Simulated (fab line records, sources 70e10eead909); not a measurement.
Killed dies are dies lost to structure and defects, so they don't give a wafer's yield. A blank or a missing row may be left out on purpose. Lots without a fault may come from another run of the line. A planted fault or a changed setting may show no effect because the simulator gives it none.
Chamber matching | flow nand_harc | NHARC_A_STAIRCASE_TRIM_229 on rie_diel-05: 4 sister chambers
The step chemistry O2, time 211.2 s. 4 wafers are shown with their chamber, then 10 later ones without.

WAFERS WITH THEIR CHAMBER
wafer  | chamber | showerhead_plenum_p_Torr (Torr)
L084.3 | 3       | 3.40
L087.6 | 0       | 3.58
L090.1 | 2       | 3.69
L090.3 | 1       | 3.32

WAFERS WITHOUT THEIR CHAMBER
wafer  | showerhead_plenum_p_Torr (Torr)
L090.5 | 3.32
L095.1 | 3.69
L095.2 | 3.39
L095.5 | 3.57
L094.1 | 3.39
L094.4 | 3.69
L094.6 | 3.39
L093.1 | 3.31
L093.5 | 3.69
L093.6 | 3.39

WHICH CHAMBER EACH WENT THROUGH
wafer  | from the rows above | in truth
L090.5 | 1                   | 1
L095.1 | 2                   | 2
L095.2 | 3                   | 3
L095.5 | 0                   | 0
L094.1 | 3                   | 3
L094.4 | 2                   | 2
L094.6 | 3                   | 3
L093.1 | 1                   | 1
L093.5 | 2                   | 2
L093.6 | 3                   | 3
Placed correctly: 10 of 10. Can't be placed from these rows: 0. Placed wrongly: 0.
How it was worked out, from the rows above alone: a wafer's distance from a chamber is the root of the sum, over the readings, of the square of ((its reading less the chamber's mean) divided by the reading's scatter). The wafer belongs to the nearest chamber; if the next one is less than 2 further off, it can't be placed. A chamber's mean is the mean of its shown wafers. The scatter: with one shown wafer a chamber, the root of the mean of the squares of how far each hidden wafer lies from its nearest shown one.
